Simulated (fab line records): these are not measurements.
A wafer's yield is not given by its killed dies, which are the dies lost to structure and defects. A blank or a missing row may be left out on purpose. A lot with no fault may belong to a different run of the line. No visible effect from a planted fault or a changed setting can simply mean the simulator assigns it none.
Split-lot study | flow n5Finfet | on a route of 1938 steps: 7 lots, 21 wafers read

== ON THE SPLIT ==
At N5_FIN_CUT_EXPOSE_05 (exposes mask FIN CUT), the setting doseMj was moved away from the recipe's 45.75 on 6 of the 21 wafers read, by -3.4% to +7.1%. This setting was run at the recipe's value on the other wafers.

== FROM THE SPLIT TO THE READING: what the file shows between them, 4 steps ==
- N5_FIN_CUT_PEB_06: peb time 60 s
- N5_FIN_CUT_DEVELOP_07: develop time 30 s
- N5_FIN_CUT_DESCUM_13: chemistry O2, time 7 s
- N5_FIN_CUT_ETCH_30: etches underlayer in N2/H2, target depth 13 nm, time 10.4 s

== THE READING ==
FIN_CUT.cdOffsetNm (the simulator's own value, which no gauge read), in nm, at N5_FIN_CUT_ETCH_20 (etches SiARC in CF4, target depth 26 nm, time 43.3 s). The file does not state a usual value for it. Here, 15 wafers ran the recipe; their average is -0.0 nm with a standard deviation of 0.17 nm.

wafer  | tool, chamber at the split | doseMj as run | against the recipe | FIN_CUT.cdOffsetNm, nm | against lot-mates on the recipe
L078.1 | euvScanner-02, 0           | 45.75         | recipe             | 0.2                    | -
L078.2 | euvScanner-02, 0           | 45.75         | recipe             | 0.2                    | -
L078.5 | euvScanner-02, 0           | 45.75         | recipe             | -0.2                   | -
L080.2 | euvScanner-02, 0           | 49.02         | +7.1%              | 1                      | +1.2
L080.3 | euvScanner-02, 0           | 45.75         | recipe             | -0.2                   | -
L080.4 | euvScanner-02, 0           | 49.02         | +7.1%              | 1.6                    | +1.8
L081.1 | euvScanner-01, 0           | 45.75         | recipe             | 0                      | -
L081.4 | euvScanner-01, 0           | 45.75         | recipe             | 0                      | -
L081.2 | euvScanner-01, 0           | 45.75         | recipe             | 0.2                    | -
L082.1 | euvScanner-02, 0           | 45.75         | recipe             | -0.2                   | -
L082.2 | euvScanner-02, 0           | 45.75         | recipe             | -0.4                   | -
L082.5 | euvScanner-02, 0           | 45.75         | recipe             | 0                      | -
L087.2 | euvScanner-01, 0           | 45.75         | recipe             | 0                      | -
L087.4 | euvScanner-01, 0           | 44.21         | -3.4%              | -0.4                   | -0.4
L087.5 | euvScanner-01, 0           | 44.21         | -3.4%              | -0.4                   | -0.4
L089.2 | euvScanner-01, 0           | 46.78         | +2.3%              | 0.2                    | +0.4
L089.3 | euvScanner-01, 0           | 46.78         | +2.3%              | 0.2                    | +0.4
L089.5 | euvScanner-01, 0           | 45.75         | recipe             | -0.2                   | -
L094.1 | euvScanner-01, 0           | 45.75         | recipe             | 0                      | -
L094.2 | euvScanner-01, 0           | 45.75         | recipe             | 0                      | -
L094.6 | euvScanner-01, 0           | 45.75         | recipe             | 0                      | -

FIT RESULTS
A straight line over all 21 wafers: FIN_CUT.cdOffsetNm changes by +0.166 nm for each +1% of doseMj; r = +0.91; the points scatter about the line by 0.2 nm.
The same after taking each lot's own level away (the mean of its wafers on the recipe; 21 wafers): +0.189 nm for each +1%; r = +0.95; scatter 0.17 nm.
According to that fit, moving doseMj by its largest amount changes the reading by 1.4 nm.
The lots' own levels span -0.20 to 0.07 nm, that is 1.6 times the standard deviation above.
So the lot-to-lot level changes the slope: the two fits differ.
Check: with one of the wafers moved furthest among these (+7.1%) left out of the fit, the line predicts +1.5 nm for it against its lot-mates. It came out at +1.2 nm against them.

== OTHER SPLITS APPLIED TO THESE WAFERS ==
These wafers also went through other splits before the reading. Each is held against what the fit with the lots' levels taken away leaves over:
other split on the same wafers | wafers away from the commonest value | r with FIN_CUT.cdOffsetNm (lot level and that fit taken away)
N5_FIN_SAQP_COAT_50 spinRpm    | 5                                    | +0.01

== THE WHOLE CHAIN: every reading that the file lists as answering this split, in the file's order ==
step               | what it does                                                | reading                                                             | change (the file's fit)               | r (the file's)
N5_FIN_CUT_ETCH_30 | etches underlayer in N2/H2, target depth 13 nm, time 10.4 s | FIN_CUT.cdOffsetNm (the simulator's own value, which no gauge read) | +0.185 nm for each +1% of the setting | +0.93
N5_FIN_CUT_ETCH_20 | etches SiARC in CF4, target depth 26 nm, time 43.3 s        | FIN_CUT.cdOffsetNm (the simulator's own value, which no gauge read) | +0.192 nm for each +1% of the setting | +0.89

== THE FILE'S OWN FIT ==
FIN_CUT.cdOffsetNm changes by +0.192 nm for each +1% of doseMj, r = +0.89.
